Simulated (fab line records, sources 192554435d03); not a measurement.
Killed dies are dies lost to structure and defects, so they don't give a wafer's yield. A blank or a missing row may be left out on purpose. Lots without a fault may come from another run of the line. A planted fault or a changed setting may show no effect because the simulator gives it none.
Chamber matching | flow n5_finfet | N5_BEOL_M13_VIA_ETCH_16 on rie_diel-01: 4 sister chambers
The step etches SiOC in C4F8/O2/Ar, target depth 921.7 nm. 18 wafers are shown with their chamber, then 9 later ones without.

WAFERS WITH THEIR CHAMBER
wafer  | chamber | showerhead_plenum_p_Torr (Torr) | drypump_motor_current_A (A) | throttle_valve_pct (%)
L077.1 | 2       | 3.50                            | 5.68                        | 24.48
L077.2 | 0       | 3.33                            | 5.65                        | 23.84
L077.5 | 1       | 3.47                            | 6.09                        | 24.37
L076.1 | 1       | 3.47                            | 6.12                        | 24.39
L076.5 | 2       | 3.50                            | 5.66                        | 24.49
L076.6 | 1       | 3.47                            | 6.11                        | 24.38
L080.1 | 0       | 3.32                            | 5.68                        | 23.83
L080.3 | 2       | 3.50                            | 5.68                        | 24.48
L080.4 | 3       | 3.49                            | 5.87                        | 23.93
L082.1 | 0       | 3.32                            | 5.71                        | 23.84
L082.2 | 1       | 3.46                            | 6.15                        | 24.38
L082.5 | 0       | 3.32                            | 5.67                        | 23.84
L084.2 | 1       | 3.46                            | 6.14                        | 24.38
L084.4 | 3       | 3.48                            | 5.87                        | 23.96
L084.6 | 0       | 3.32                            | 5.69                        | 23.85
L087.4 | 2       | 3.50                            | 5.66                        | 24.21
L087.5 | 1       | 3.46                            | 6.09                        | 24.40
L087.6 | 3       | 3.48                            | 5.87                        | 23.97

SIGNATURES (means of the wafers above)
reading                  | chamber 0 | chamber 1 | chamber 2 | chamber 3 | scatter within a chamber
showerhead_plenum_p_Torr | 3.3220    | 3.4650    | 3.5000    | 3.4833    | 0.0046
drypump_motor_current_A  | 5.6800    | 6.1167    | 5.6700    | 5.8700    | 0.0199
throttle_valve_pct       | 23.8400   | 24.3833   | 24.4150   | 23.9533   | 0.0642
Rule: a wafer's distance from a chamber is the root of the sum, over the readings, of the square of ((its reading less the chamber's mean) divided by the reading's scatter). The wafer belongs to the nearest chamber; if the next one is less than 2 further off, it can't be placed. The scatter: the root of (the sum of the squares of (reading less its chamber's mean) over the shown wafers, divided by (wafers less chambers)).

WAFERS WITHOUT THEIR CHAMBER
wafer  | showerhead_plenum_p_Torr (Torr) | drypump_motor_current_A (A) | throttle_valve_pct (%)
L091.1 | 3.31                            | 5.65                        | 23.84
L091.3 | 3.50                            | 5.67                        | 24.22
L091.6 | 3.50                            | 5.66                        | 24.21
L092.3 | 3.31                            | 5.67                        | 23.87
L092.4 | 3.45                            | 6.14                        | 24.42
L092.5 | 3.45                            | 6.11                        | 24.40
L096.3 | 3.47                            | 5.83                        | 23.98
L096.5 | 3.31                            | 5.68                        | 23.88
L096.6 | 3.47                            | 5.86                        | 23.97

WHICH CHAMBER EACH WENT THROUGH
wafer  | from the rows above | in truth
L091.1 | 0                   | 0
L091.3 | 2                   | 2
L091.6 | 2                   | 2
L092.3 | 0                   | 0
L092.4 | 1                   | 1
L092.5 | 1                   | 1
L096.3 | 3                   | 3
L096.5 | 0                   | 0
L096.6 | 3                   | 3
Placed correctly: 9 of 9. Can't be placed from these rows: 0. Placed wrongly: 0.
